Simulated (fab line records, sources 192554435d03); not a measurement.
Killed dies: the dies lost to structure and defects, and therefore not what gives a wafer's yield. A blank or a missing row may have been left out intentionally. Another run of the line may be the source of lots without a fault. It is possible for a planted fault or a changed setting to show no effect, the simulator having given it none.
The same fault as seen by 3 desks || flow n5Finfet || what lay behind the numbers comes last; until then each desk has only its own

== THE DEFECT DESK ==
For each lot, the counts of the inspections along the route, averaged over the sampled wafers that have a number. The brackets show how far a lot's mean lies from the usual mean; more than 4 standard deviations puts the lot out of limits, marked OUT.
Columns: A = rawDefectCount at N5_BEOL_M1_INSPECT_13, usual 394
{"lot": "L287", "first seen here": "day 6 02:49", "A": 432}
{"lot": "L290", "first seen here": "day 7 00:08", "A": 367}
{"lot": "L292", "first seen here": "day 7 09:53", "A": 562}
{"lot": "L293", "first seen here": "day 7 10:09", "A": 256}
{"lot": "L294", "first seen here": "day 7 21:42", "A": 425}
{"lot": "L302", "first seen here": "day 9 22:02", "A": 397}
{"lot": "L304", "first seen here": "day 10 10:15", "A": 255}
{"lot": "L306", "first seen here": "day 10 21:14", "A": 361}
{"lot": "L310", "first seen here": "day 11 19:16", "A": 690}
This desk's verdict: no lot among the 9 shows anything out of limits.

== AT THE METROLOGY DESK ==
What the gauges read for every lot (on any tool): the sampled wafers with a number, averaged. The brackets show how far a lot's mean lies from the usual mean; more than 4 standard deviations puts the lot out of limits, marked OUT. Readings shown: 7 of its 10, picked as those furthest out on some lot.
Columns: A = DIBL_P at N5_BEOL_M4_RC_MEAS_101, usual 36.4 mV/V; B = IOFF_N at N5_BEOL_M4_RC_MEAS_101, usual 0.16 nA/um; C = IOFF_P at N5_BEOL_M4_RC_MEAS_101, usual 0.22 nA/um; D = ION_N at N5_BEOL_M4_RC_MEAS_101, usual 675 uA/um; E = ION_P at N5_BEOL_M4_RC_MEAS_101, usual 463 uA/um; F = VT_N at N5_BEOL_M4_RC_MEAS_101, usual 250 mV; G = VT_P at N5_BEOL_M4_RC_MEAS_101, usual -250 mV
{"lot": "L287", "first seen here": "day 10 05:23", "A": 34.8, "B": 0.13, "C": 0.19, "D": 670, "E": 460, "F": 252, "G": -253}
{"lot": "L290", "first seen here": "day 10 10:26", "A": 35.5, "B": 0.15, "C": 0.20, "D": 679, "E": 462, "F": 253, "G": -251}
{"lot": "L293", "first seen here": "day 10 15:55", "A": 35.6, "B": 0.15, "C": 0.20, "D": 670, "E": 458, "F": 251, "G": -250}
{"lot": "L292", "first seen here": "day 10 16:30", "A": 35.2, "B": 0.15, "C": 0.19, "D": 678, "E": 465, "F": 249, "G": -252}
{"lot": "L294", "first seen here": "day 11 12:28", "A": 39.2, "B": 0.19, "C": 0.27, "D": 690, "E": 476, "F": 248, "G": -247}
{"lot": "L302", "first seen here": "day 13 18:07", "A": 34.9, "B": 0.13, "C": 0.19, "D": 661, "E": 459, "F": 254, "G": -252}
{"lot": "L304", "first seen here": "day 13 20:44", "A": 34.4, "B": 0.15, "C": 0.20, "D": 676, "E": 461, "F": 250, "G": -248}
{"lot": "L306", "first seen here": "day 14 05:22", "A": 32.5, "B": 0.10, "C": 0.13, "D": 656, "E": 446, "F": 256, "G": -258}
{"lot": "L310", "first seen here": "day 16 21:25", "A": 35.5, "B": 0.16, "C": 0.22, "D": 672, "E": 461, "F": 250, "G": -250}
This desk's verdict: no lot among the 9 shows anything out of limits.

== FOR THE TOOL OWNER'S DESK: rieDiel-05 ==
The tool's own readings at N5_BEOL_M1_ETCH_74 (etches underlayer in N2/H2, target depth 6.5 nm, time 5.2 s): means of the sampled wafers that have a number, for each lot that ran on this tool. The brackets show how far a lot's mean lies from the usual mean; more than 4 standard deviations puts the lot out of limits, marked OUT. Of its 8 readings 7 are shown: the one that was out of limits first, and those that lie furthest out on some lot.
Columns: A = biasW at N5_BEOL_M1_ETCH_74, usual 150.0 W; B = drypumpMotorCurrentA at N5_BEOL_M1_ETCH_74, usual 5.5 A; C = etchRfOnTimeS at N5_BEOL_M1_ETCH_74, usual 5.13 s; D = n2FlowSccm at N5_BEOL_M1_ETCH_74, usual 200.0 sccm; E = oesProductAu at N5_BEOL_M1_ETCH_74, usual 0.69 a.u.; F = rfVppV at N5_BEOL_M1_ETCH_74, usual 523.9 V; G = showerheadPlenumPTorr at N5_BEOL_M1_ETCH_74, usual 2.55 Torr
{"lot": "L290", "first seen here": "day 7 00:12", "A": 150.2, "B": 5.3, "C": 5.13, "D": 200.1, "E": 0.76, "F": 523.5, "G": 2.55}
{"lot": "L292", "first seen here": "day 7 09:57", "A": 149.8, "B": 5.2, "C": 5.09, "D": 200.7, "E": 0.72, "F": 526.7, "G": 2.61}
{"lot": "L293", "first seen here": "day 7 10:13", "A": 150.0, "B": 5.2, "C": 5.08, "D": 199.9, "E": 0.71, "F": 524.6, "G": 2.61}
{"lot": "L294", "first seen here": "day 7 21:46", "A": 150.2, "B": 4.8, "C": 5.17, "D": 200.2, "E": 0.66, "F": 525.1, "G": 2.59}
{"lot": "L302", "first seen here": "day 9 22:07", "A": "160.6 (+24) OUT", "B": 5.5, "C": 4.89, "D": 200.5, "E": 0.73, "F": "546.6 (+8.1) OUT", "G": 2.53}
{"lot": "L304", "first seen here": "day 10 10:25", "A": "160.3 (+23) OUT", "B": 5.2, "C": 4.99, "D": 200.0, "E": 0.70, "F": "548.7 (+8.9) OUT", "G": 2.60}
This desk's finding: out of limits on L302, L304; first on L302, day 9 22:07 (biasW at N5_BEOL_M1_ETCH_74). In limits: L290, L292, L293, L294.

== ALL TOGETHER ==
On L302, L304, at day 9 22:07, an alarm was possible from the tool owner's desk.
No out-of-limits result turned up at the defect desk.
The metrology desk saw nothing out of limits.
The defect desk has L302, L304 on record, within its limits.
The metrology desk has L302, L304 on record, within its limits.
N5_BEOL_M1_ETCH_74 was run on rieDiel-05 by each of the lots named.

== WHAT HAD BEEN PUT IN BY THE SIMULATOR ==
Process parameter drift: rieDiel-05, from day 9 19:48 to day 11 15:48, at N5_BEOL_M1_ETCH_74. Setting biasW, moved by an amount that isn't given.
Struck lots among those shown: L302, L304.
Each desk's first reading out of limits, in hours after the fault started: the tool owner's desk, 2.
